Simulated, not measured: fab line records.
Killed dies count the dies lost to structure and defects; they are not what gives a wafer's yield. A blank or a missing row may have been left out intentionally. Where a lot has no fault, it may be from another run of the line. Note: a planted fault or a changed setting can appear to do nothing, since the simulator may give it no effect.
Problem report in the 8D (eight disciplines) form, filled by code ; flow n5-finfet ; the parts of the form that need people (team, actions taken, sign-off) are left out

1. THE ISSUE
Mean of plate-temp-C at N5_BEOL_M1_COAT_73: 208.81 C across 6 wafers in 2 lots; on wafers with no fault it is 204.99 C (standard deviation 0.18). Measured from the usual mean, that is +21 standard deviations.
The step: time 60 s, resist thk 5 nm.
Earliest sighting: wafer L237.1 on litho-track-04 at day 9 20:14. The record has a number at this step for 30 wafers belonging to 10 lots. By rule, "out" or "out of limits" means more than 4 standard deviations away from the usual mean. Any other wafer with a number is counted as sound.

2. WHAT IT IS, WHAT IT ISN'T
question;is;is not
which readings at this step;plate-temp-C, heater-power-total-W;-
which lots;L237, L242;L224, L227, L228, L229, L233, L234, L235, L236
which wafers of those lots;all that have a number;-
read on which tools;litho-track-04;litho-track-03, litho-track-05
when;from day 9 20:14;up to then (24 sound wafers)

3. SUSPECTS, AND WHAT RULES EACH OUT
Counting: any tool at a process step up to the reading is kept as a suspect provided that every lot that is out went through it and no sound lot did after the first of them.
- cvd-co-02 at N5_BEOL_M0_PRE_CLEAN_131 (time 15 s): kept. Every lot that is out went through it, starting with L237 (day 9 18:19), and after that it ran no sound lot; the last sound lot it ran before then is L233 (day 8 22:47).
- litho-track-04 at N5_BEOL_M1_COAT_73 (time 60 s, resist thk 5 nm): kept. Every lot that is out went through it, starting with L237 (day 9 20:14), and after that it ran no sound lot; the last sound lot it ran before then is L235 (day 9 00:39). Its own readings are out on those wafers: heater-power-total-W, plate-temp-C.
Left after counting: cvd-co-02 at N5_BEOL_M0_PRE_CLEAN_131, litho-track-04 at N5_BEOL_M1_COAT_73.

4. THE CAUSE (what the simulator had put in)
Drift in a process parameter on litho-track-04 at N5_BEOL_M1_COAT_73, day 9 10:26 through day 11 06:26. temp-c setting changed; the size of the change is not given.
Counting leaves 2 suspects; this tool is one of them.

5. THE CHAIN OF EFFECTS, in route order
One row per reading whose mean, taken over the struck wafers that have a number, lies over 3 standard deviations from the usual. Only readings for which the record gives a usual standard deviation are gone through. hours: the time from each lot's start at the first step in this table that gives one to its start at this step, as a median over the lots. sigmas: the change in usual standard deviations.
hours;step;reading;usual;on struck wafers;change;sigmas
0;N5_BEOL_M1_COAT_73;heater-power-total-W;391.9 W;401.3;+9.4;+6.7
0;N5_BEOL_M1_COAT_73;plate-temp-C;204.99 C;208.81;+3.82;+21
Here are the process steps it includes:
- N5_BEOL_M1_COAT_73: time 60 s, resist thk 5 nm.
Later steps that measure or inspect, where all struck wafers having a row at the step show a number for every such reading and not one has moved that far: N5_BEOL_M1_CD_MEAS_11, N5_BEOL_M4_RC_MEAS_101.

6. WHAT WOULD HAVE CAUGHT IT SOONER
First out-of-limits reading in this record: day 9 20:14, which is 10 hours after fault onset at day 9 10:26.
